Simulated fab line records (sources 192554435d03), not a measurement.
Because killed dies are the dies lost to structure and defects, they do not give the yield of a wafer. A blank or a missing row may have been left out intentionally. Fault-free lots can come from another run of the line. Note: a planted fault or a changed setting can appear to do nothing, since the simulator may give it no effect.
Split-lot study || flow n5Finfet || 7 lots, 21 wafers read, on a route of 1938 steps

== THE SPLIT ITSELF ==
At N5_BEOL_M15_SPUTTER_44 (material Ta, target thk 15 nm, time 24.19 s), the setting powerW was moved away from the recipe's 15000 W on 2 of the 21 wafers read, by +9.5% to +13.8%. This setting was run at the recipe's value on the other wafers.

The split's own step is where the reading is taken.

== THE READING ==
Ta_of_BEOL_M15_SPUTTER_44.thkNm (the simulator's own value, which no gauge read), in nm, at N5_BEOL_M15_SPUTTER_44 (material Ta, target thk 15 nm, time 24.19 s). The file gives no usual value for it. The 19 wafers here that ran the recipe average 14.9 nm, standard deviation 0.19 nm.

{"wafer": "L081.2", "tool, chamber at the split": "pvdSputter-03, -", "powerW as run, W": 15000, "against the recipe": "recipe", "Ta_of_BEOL_M15_SPUTTER_44.thkNm, nm": 15, "against lot-mates on the recipe": "-"}
{"wafer": "L081.4", "tool, chamber at the split": "pvdSputter-03, -", "powerW as run, W": 15000, "against the recipe": "recipe", "Ta_of_BEOL_M15_SPUTTER_44.thkNm, nm": 14.6, "against lot-mates on the recipe": "-"}
{"wafer": "L081.5", "tool, chamber at the split": "pvdSputter-03, -", "powerW as run, W": 15000, "against the recipe": "recipe", "Ta_of_BEOL_M15_SPUTTER_44.thkNm, nm": 15.2, "against lot-mates on the recipe": "-"}
{"wafer": "L082.1", "tool, chamber at the split": "pvdSputter-02, -", "powerW as run, W": 15000, "against the recipe": "recipe", "Ta_of_BEOL_M15_SPUTTER_44.thkNm, nm": 15.2, "against lot-mates on the recipe": "-"}
{"wafer": "L082.5", "tool, chamber at the split": "pvdSputter-02, -", "powerW as run, W": 15000, "against the recipe": "recipe", "Ta_of_BEOL_M15_SPUTTER_44.thkNm, nm": 15.2, "against lot-mates on the recipe": "-"}
{"wafer": "L082.4", "tool, chamber at the split": "pvdSputter-02, -", "powerW as run, W": 15000, "against the recipe": "recipe", "Ta_of_BEOL_M15_SPUTTER_44.thkNm, nm": 15, "against lot-mates on the recipe": "-"}
{"wafer": "L084.3", "tool, chamber at the split": "pvdSputter-02, -", "powerW as run, W": 15000, "against the recipe": "recipe", "Ta_of_BEOL_M15_SPUTTER_44.thkNm, nm": 15, "against lot-mates on the recipe": "-"}
{"wafer": "L084.5", "tool, chamber at the split": "pvdSputter-02, -", "powerW as run, W": 15000, "against the recipe": "recipe", "Ta_of_BEOL_M15_SPUTTER_44.thkNm, nm": 15, "against lot-mates on the recipe": "-"}
{"wafer": "L084.6", "tool, chamber at the split": "pvdSputter-02, -", "powerW as run, W": 16420, "against the recipe": "+9.5%", "Ta_of_BEOL_M15_SPUTTER_44.thkNm, nm": 16.4, "against lot-mates on the recipe": "+1.4"}
{"wafer": "L088.1", "tool, chamber at the split": "pvdSputter-02, -", "powerW as run, W": 15000, "against the recipe": "recipe", "Ta_of_BEOL_M15_SPUTTER_44.thkNm, nm": 15, "against lot-mates on the recipe": "-"}
{"wafer": "L088.2", "tool, chamber at the split": "pvdSputter-02, -", "powerW as run, W": 15000, "against the recipe": "recipe", "Ta_of_BEOL_M15_SPUTTER_44.thkNm, nm": 14.8, "against lot-mates on the recipe": "-"}
{"wafer": "L088.5", "tool, chamber at the split": "pvdSputter-02, -", "powerW as run, W": 15000, "against the recipe": "recipe", "Ta_of_BEOL_M15_SPUTTER_44.thkNm, nm": 14.8, "against lot-mates on the recipe": "-"}
{"wafer": "L090.1", "tool, chamber at the split": "pvdSputter-01, -", "powerW as run, W": 15000, "against the recipe": "recipe", "Ta_of_BEOL_M15_SPUTTER_44.thkNm, nm": 14.8, "against lot-mates on the recipe": "-"}
{"wafer": "L090.2", "tool, chamber at the split": "pvdSputter-01, -", "powerW as run, W": 15000, "against the recipe": "recipe", "Ta_of_BEOL_M15_SPUTTER_44.thkNm, nm": 14.8, "against lot-mates on the recipe": "-"}
{"wafer": "L090.6", "tool, chamber at the split": "pvdSputter-01, -", "powerW as run, W": 15000, "against the recipe": "recipe", "Ta_of_BEOL_M15_SPUTTER_44.thkNm, nm": 15, "against lot-mates on the recipe": "-"}
{"wafer": "L096.1", "tool, chamber at the split": "pvdSputter-01, -", "powerW as run, W": 17070, "against the recipe": "+13.8%", "Ta_of_BEOL_M15_SPUTTER_44.thkNm, nm": 17, "against lot-mates on the recipe": "+1.8"}
{"wafer": "L096.2", "tool, chamber at the split": "pvdSputter-01, -", "powerW as run, W": 15000, "against the recipe": "recipe", "Ta_of_BEOL_M15_SPUTTER_44.thkNm, nm": 15.2, "against lot-mates on the recipe": "-"}
{"wafer": "L096.5", "tool, chamber at the split": "pvdSputter-01, -", "powerW as run, W": 15000, "against the recipe": "recipe", "Ta_of_BEOL_M15_SPUTTER_44.thkNm, nm": 15.2, "against lot-mates on the recipe": "-"}
{"wafer": "L097.3", "tool, chamber at the split": "pvdSputter-01, -", "powerW as run, W": 15000, "against the recipe": "recipe", "Ta_of_BEOL_M15_SPUTTER_44.thkNm, nm": 14.6, "against lot-mates on the recipe": "-"}
{"wafer": "L097.4", "tool, chamber at the split": "pvdSputter-01, -", "powerW as run, W": 15000, "against the recipe": "recipe", "Ta_of_BEOL_M15_SPUTTER_44.thkNm, nm": 14.8, "against lot-mates on the recipe": "-"}
{"wafer": "L097.6", "tool, chamber at the split": "pvdSputter-01, -", "powerW as run, W": 15000, "against the recipe": "recipe", "Ta_of_BEOL_M15_SPUTTER_44.thkNm, nm": 14.8, "against lot-mates on the recipe": "-"}

THE FIT
A straight line over all 21 wafers: Ta_of_BEOL_M15_SPUTTER_44.thkNm changes by +0.15 nm for each +1% of powerW; r = +0.94; the points scatter about the line by 0.19 nm.
The same after taking each lot's own level away (the mean of its wafers on the recipe; 21 wafers): +0.136 nm for each +1%; r = +0.97; scatter 0.13 nm.
On that fit, the largest move of powerW shifts the reading by 1.9 nm.
Measured against the standard deviation above, the lots' own levels, which go from 14.73 to 15.20 nm, span 2.4 times it.
Hence the slope depends on the lot-to-lot level, as the two fits are not the same.
Check: with one of the wafers moved furthest among these (+13.8%) left out of the fit, the line predicts +2.04 nm for it against its lot-mates. It came out at +1.8 nm against them.

== ADDITIONAL SPLITS CARRIED BY THESE WAFERS ==
These wafers also went through other splits before the reading. Each is held against what the fit with the lots' levels taken away leaves over:
{"other split on the same wafers": "N5_BEOL_M10_COAT_63 spinRpm", "wafers away from the commonest value": 5, "r with Ta_of_BEOL_M15_SPUTTER_44.thkNm (lot level and that fit taken away)": "+0.26"}
{"other split on the same wafers": "N5_BEOL_M11_ETCH_66 timeS", "wafers away from the commonest value": 8, "r with Ta_of_BEOL_M15_SPUTTER_44.thkNm (lot level and that fit taken away)": "+0.09"}
{"other split on the same wafers": "N5_BEOL_M13_COAT_22 spinRpm", "wafers away from the commonest value": 7, "r with Ta_of_BEOL_M15_SPUTTER_44.thkNm (lot level and that fit taken away)": "+0.34"}
{"other split on the same wafers": "N5_BEOL_M13_ETCH_68 timeS", "wafers away from the commonest value": 7, "r with Ta_of_BEOL_M15_SPUTTER_44.thkNm (lot level and that fit taken away)": "+0.35"}
{"other split on the same wafers": "N5_BEOL_M14_TRENCH_ETCH_34 biasW", "wafers away from the commonest value": 8, "r with Ta_of_BEOL_M15_SPUTTER_44.thkNm (lot level and that fit taken away)": -0.10}
{"other split on the same wafers": "N5_BEOL_M15_ETCH_61 biasW", "wafers away from the commonest value": 6, "r with Ta_of_BEOL_M15_SPUTTER_44.thkNm (lot level and that fit taken away)": -0.33}

== THE FILE'S OWN FIT ==
Ta_of_BEOL_M15_SPUTTER_44.thkNm changes by +0.136 nm for each +1% of powerW, r = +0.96.
